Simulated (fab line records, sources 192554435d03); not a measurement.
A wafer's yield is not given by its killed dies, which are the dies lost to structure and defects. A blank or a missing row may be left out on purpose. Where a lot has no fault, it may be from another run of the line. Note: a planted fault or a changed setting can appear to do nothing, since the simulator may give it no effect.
Matching of chambers + flow n5-finfet + N5_FIN_SAQP_PECVD_47 on pecvd-02 has 3 sister chambers
The step deposits a-Si from SiH4/He, target thk 45 nm, time 36.3 s. 18 wafers are shown with their chamber, then 9 later ones without.

## WAFERS, EACH WITH ITS CHAMBER
| wafer  | chamber | throttle-valve-pct (%) | showerhead-plenum-p-Torr (Torr) | heater-power-w (W) |
|--------|---------|------------------------|---------------------------------|--------------------|
| L076.2 | 0       | 17.0                   | 5.64                            | 831                |
| L076.3 | 1       | 18.3                   | 5.67                            | 775                |
| L076.5 | 0       | 16.8                   | 5.61                            | 859                |
| L077.2 | 1       | 18.3                   | 5.66                            | 791                |
| L077.3 | 2       | 17.9                   | 5.60                            | 746                |
| L077.5 | 0       | 17.0                   | 5.62                            | 860                |
| L078.1 | 1       | 18.2                   | 5.66                            | 837                |
| L078.2 | 2       | 17.9                   | 5.60                            | 765                |
| L078.6 | 2       | 17.8                   | 5.59                            | 763                |
| L079.1 | 0       | 16.8                   | 5.64                            | 894                |
| L079.2 | 1       | 18.6                   | 5.66                            | 790                |
| L079.5 | 0       | 17.0                   | 5.61                            | 874                |
| L082.1 | 2       | 17.7                   | 5.61                            | 736                |
| L082.2 | 0       | 17.2                   | 5.63                            | 845                |
| L082.3 | 1       | 18.5                   | 5.65                            | 837                |
| L083.4 | 1       | 18.4                   | 5.67                            | 820                |
| L083.5 | 0       | 17.2                   | 5.62                            | 871                |
| L083.6 | 2       | 17.7                   | 5.61                            | 657                |

SIGNATURES (means of the wafers above)
| reading                  | chamber 0 | chamber 1 | chamber 2 | scatter within a chamber |
|--------------------------|-----------|-----------|-----------|--------------------------|
| throttle-valve-pct       | 17.000    | 18.383    | 17.800    | 0.143                    |
| showerhead-plenum-p-Torr | 5.6243    | 5.6617    | 5.6020    | 0.0101                   |
| heater-power-w           | 862.00    | 808.33    | 733.40    | 30.5                     |
Rule: a wafer's distance from a chamber is the root of the sum, over the readings, of the square of ((its reading less the chamber's mean) divided by the reading's scatter). The wafer belongs to the nearest chamber; if the next one is less than 2 further off, it can't be placed. The scatter: the root of (the sum of the squares of (reading less its chamber's mean) over the shown wafers, divided by (wafers less chambers)).

## WAFERS WITHOUT THEIR CHAMBER
| wafer  | throttle-valve-pct (%) | showerhead-plenum-p-Torr (Torr) | heater-power-w (W) |
|--------|------------------------|---------------------------------|--------------------|
| L084.2 | 16.9                   | 5.62                            | 904                |
| L084.3 | 18.0                   | 5.60                            | 718                |
| L084.4 | 17.7                   | 5.60                            | 713                |
| L089.3 | 17.8                   | 5.61                            | 746                |
| L089.4 | 18.2                   | 5.67                            | 798                |
| L089.5 | 18.1                   | 5.60                            | 738                |
| L097.1 | 16.9                   | 5.62                            | 835                |
| L097.2 | 18.3                   | 5.65                            | 817                |
| L097.4 | 18.0                   | 5.59                            | 682                |

## WHICH CHAMBER EACH ONE RAN IN
| wafer  | from the rows above | in truth |
|--------|---------------------|----------|
| L084.2 | 0                   | 0        |
| L084.3 | 2                   | 2        |
| L084.4 | 2                   | 2        |
| L089.3 | 2                   | 2        |
| L089.4 | 1                   | 1        |
| L089.5 | 2                   | 2        |
| L097.1 | 0                   | 0        |
| L097.2 | 1                   | 1        |
| L097.4 | 2                   | 2        |
Correct placement for 9 of the 9. Number that these rows cannot place: 0. Placed wrongly: 0.
